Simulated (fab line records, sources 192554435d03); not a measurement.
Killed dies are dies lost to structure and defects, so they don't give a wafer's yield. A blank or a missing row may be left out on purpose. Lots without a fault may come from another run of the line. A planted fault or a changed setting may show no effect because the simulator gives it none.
Chamber matching | flow n5_finfet | N5_HKMG_FIN_DESCUM_17 on rie_diel-02: 4 sister chambers
The step chemistry O2, time 7.9 s. 14 wafers are shown with their chamber, then 7 later ones without.

WAFERS WITH THEIR CHAMBER
wafer  | chamber | throttle_valve_pct (%) | rf_vpp_V (V) | oes_product_au (a.u.)
L074.1 | 2       | 20.53                  | 244.4        | 0.84
L074.3 | 3       | 20.09                  | 246.5        | 0.98
L074.6 | 3       | 20.09                  | 244.9        | 0.98
L080.1 | 1       | 20.26                  | 241.4        | 1.00
L080.4 | 3       | 20.12                  | 245.4        | 0.93
L080.6 | 3       | 20.11                  | 247.3        | 0.94
L086.2 | 0       | 20.64                  | 241.4        | 0.66
L086.3 | 2       | 20.57                  | 242.8        | 0.80
L086.5 | 3       | 20.13                  | 246.0        | 0.91
L088.1 | 3       | 20.15                  | 246.4        | 0.91
L088.3 | 2       | 20.56                  | 242.7        | 0.80
L088.4 | 0       | 20.69                  | 241.0        | 0.67
L092.1 | 2       | 20.58                  | 243.7        | 0.79
L092.4 | 0       | 20.27                  | 245.1        | 0.96

SIGNATURES (means of the wafers above)
reading            | chamber 0 | chamber 1 | chamber 2 | chamber 3 | scatter within a chamber
throttle_valve_pct | 20.5333   | 20.2600   | 20.5600   | 20.1150   | 0.105
rf_vpp_V           | 242.500   | 241.400   | 243.400   | 246.083   | 1.26
oes_product_au     | 0.7633    | 1.0000    | 0.8075    | 0.9417    | 0.0804
Rule: a wafer's distance from a chamber is the root of the sum, over the readings, of the square of ((its reading less the chamber's mean) divided by the reading's scatter). The wafer belongs to the nearest chamber; if the next one is less than 2 further off, it can't be placed. The scatter: the root of (the sum of the squares of (reading less its chamber's mean) over the shown wafers, divided by (wafers less chambers)).

WAFERS WITHOUT THEIR CHAMBER
wafer  | throttle_valve_pct (%) | rf_vpp_V (V) | oes_product_au (a.u.)
L092.6 | 20.28                  | 242.9        | 0.92
L095.1 | 20.60                  | 243.0        | 0.78
L095.2 | 20.16                  | 245.4        | 0.88
L095.4 | 20.28                  | 246.1        | 0.94
L097.1 | 20.30                  | 242.7        | 0.91
L097.2 | 20.29                  | 246.2        | 0.93
L097.5 | 20.61                  | 243.6        | 0.78

WHICH CHAMBER EACH WENT THROUGH
wafer  | from the rows above               | in truth
L092.6 | can't be placed: 1 or 3 or 2 or 0 | 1
L095.1 | can't be placed: 2 or 0           | 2
L095.2 | 3                                 | 3
L095.4 | 3                                 | 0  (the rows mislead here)
L097.1 | can't be placed: 1 or 2 or 0 or 3 | 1
L097.2 | 3                                 | 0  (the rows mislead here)
L097.5 | can't be placed: 2 or 0           | 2
Placed correctly: 1 of 7. Can't be placed from these rows: 4 (the true chamber is among the candidates in 4). Placed wrongly: 2.
